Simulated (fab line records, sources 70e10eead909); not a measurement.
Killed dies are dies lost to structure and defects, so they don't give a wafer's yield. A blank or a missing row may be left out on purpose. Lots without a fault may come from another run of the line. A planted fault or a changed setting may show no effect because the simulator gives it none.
Which tool did it? | flow nand_harc | 6 lots, 18 wafers sampled, at 3 steps of a route of 1302

WHAT THE GAUGES READ, wafer by wafer
NHARC_END_SORT_01.
lot  | measured     | on        | killed_at_other
L492 | day 25 06:34 | prober-01 | 0 1 1
L495 | day 26 19:40 | prober-01 | 0 1 0
L506 | day 31 01:58 | prober-01 | 1 0
L508 | day 32 04:40 | prober-01 | 2 4

WHICH TOOL RAN EACH LOT (tool, then ch and the chambers of the sampled wafers, then the start)
lot  | NHARC_A_ZERO_WELL_ETCH_19          | NHARC_A_CHANNEL_HOLE_D1_DEP_00
L492 | rie_diel-07 ch 0,3, day 8 04:37    | acl_dep-01 ch 0, day 9 19:14
L495 | rie_diel-13 ch 0,1, day 9 02:27    | acl_dep-01 ch 0, day 10 15:45
L502 | rie_diel-13 ch 1,2,3, day 12 05:52 | acl_dep-02 ch 0, day 13 19:11
L506 | rie_diel-13 ch 0,2,3, day 13 18:58 | acl_dep-02 ch 0, day 15 09:58
L508 | rie_diel-13 ch 0,3, day 14 20:30   | acl_dep-03 ch 0, day 16 09:32
L510 | rie_diel-07 ch 1,2,3, day 15 13:18 | acl_dep-03 ch 0, day 17 04:41
- NHARC_A_ZERO_WELL_ETCH_19: etches the open film in N2/H2, target depth 80 nm, overetch 24 nm, time 87.88 s.
- NHARC_A_CHANNEL_HOLE_D1_DEP_00: deposits aC, target thk 3100 nm.

THE ANSWER, worked out from the rows above alone
Rule: what is usual is taken from the lots themselves. Put in order of their means at a reading, lots are off if they are a third of the lots or fewer, leave a main group of 4 or more, and stand apart from it by a gap of 3 or more times the standard deviation of the main group's means; of several such gaps the widest counts. A main group whose means are all the same, to the digits that the tables above print for the reading, isn't used. A lot without any number at a reading at which 4 lots or more have one is off too. The other lots that the step has rows for count as sound.
No lot is off at any reading shown: from this, nothing can be told.

WHAT THE SIMULATOR HAD PUT IN
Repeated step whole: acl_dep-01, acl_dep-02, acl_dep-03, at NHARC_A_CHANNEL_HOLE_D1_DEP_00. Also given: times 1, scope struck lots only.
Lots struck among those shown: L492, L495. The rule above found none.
